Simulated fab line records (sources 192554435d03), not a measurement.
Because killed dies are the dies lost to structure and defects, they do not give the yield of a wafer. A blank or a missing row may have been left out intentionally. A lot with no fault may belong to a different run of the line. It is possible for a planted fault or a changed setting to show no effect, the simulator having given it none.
Lot-split experiment    flow n5Finfet    7 lots, 21 wafers read, on a route of 1938 steps

SPLIT DETAILS
At N5_BEOL_M15_COAT_56 (time 60 s, resist thk 550 nm), the setting spinRpm was moved away from the recipe's 1500 rpm on 6 of the 21 wafers read, by -7.7% to +10.9%. The other wafers ran this setting at the recipe's value.

The reading comes from the split's own step.

THE READING
SOC_of_BEOL_M15_COAT_56.thkNm (the simulator's own value, which no gauge read), in nm, at N5_BEOL_M15_COAT_56 (time 60 s, resist thk 550 nm). The file gives no usual value for it. Here, 15 wafers ran the recipe; their average is 549.1 nm with a standard deviation of 1.9 nm.

wafer   tool, chamber at the split  spinRpm as run, rpm  against the recipe  SOC_of_BEOL_M15_COAT_56.thkNm, nm  against lot-mates on the recipe
L076.1  lithoTrack-04, 0            1414                 -5.7%               561.6                              +15.8
L076.2  lithoTrack-04, 0            1500                 recipe              545.4                              -
L076.4  lithoTrack-04, 0            1500                 recipe              546.2                              -
L083.1  lithoTrack-03, 0            1500                 recipe              551.4                              -
L083.3  lithoTrack-03, 0            1664                 +10.9%              523.6                              -27.8
L083.4  lithoTrack-03, 0            1664                 +10.9%              523                                -28.4
L088.3  lithoTrack-05, 0            1500                 recipe              552.4                              -
L088.5  lithoTrack-05, 0            1500                 recipe              551.8                              -
L088.6  lithoTrack-05, 0            1638                 +9.2%               529.6                              -22.5
L089.1  lithoTrack-05, 0            1500                 recipe              550.6                              -
L089.2  lithoTrack-05, 0            1500                 recipe              548.2                              -
L089.5  lithoTrack-05, 0            1500                 recipe              549                                -
L090.1  lithoTrack-04, 0            1500                 recipe              547.4                              -
L090.4  lithoTrack-04, 0            1500                 recipe              547.4                              -
L090.3  lithoTrack-04, 0            1500                 recipe              548                                -
L093.1  lithoTrack-03, 0            1500                 recipe              549.2                              -
L093.3  lithoTrack-03, 0            1384                 -7.7%               573.4                              +23.9
L093.5  lithoTrack-03, 0            1500                 recipe              549.8                              -
L096.1  lithoTrack-04, 0            1654                 +10.3%              524.4                              -25.2
L096.2  lithoTrack-04, 0            1500                 recipe              549.6                              -
L096.3  lithoTrack-04, 0            1500                 recipe              549.6                              -

THE FIT
A straight line over all 21 wafers: SOC_of_BEOL_M15_COAT_56.thkNm changes by -2.43 nm for each +1% of spinRpm; r = -0.98; the points scatter about the line by 2.2 nm.
The same after taking each lot's own level away (the mean of its wafers on the recipe; 21 wafers): -2.62 nm for each +1%; r = -1.00; scatter 1 nm.
The reading moves by 29 nm for the largest change in spinRpm, on that fit.
Measured against the standard deviation above, the lots' own levels, which go from 545.80 to 552.10 nm, span 3.2 times it.
So the lot-to-lot level changes the slope little: the two slopes agree.
Check: with one of the wafers moved furthest among these (+10.9%) left out of the fit, the line predicts -28.4 nm for it against its lot-mates. It came out at -27.8 nm against them.

OTHER SPLITS ON THESE WAFERS
Note: prior to the reading, these wafers also went through further splits. Each is held against what the fit with the lots' levels taken away leaves over:
other split on the same wafers    wafers away from the commonest value  r with SOC_of_BEOL_M15_COAT_56.thkNm (lot level and that fit taken away)
N5_BEOL_M14_TRENCH_ETCH_34 biasW  9                                     +0.16

THE FILE'S OWN FIT
SOC_of_BEOL_M15_COAT_56.thkNm changes by -2.61 nm for each +1% of spinRpm, r = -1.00.
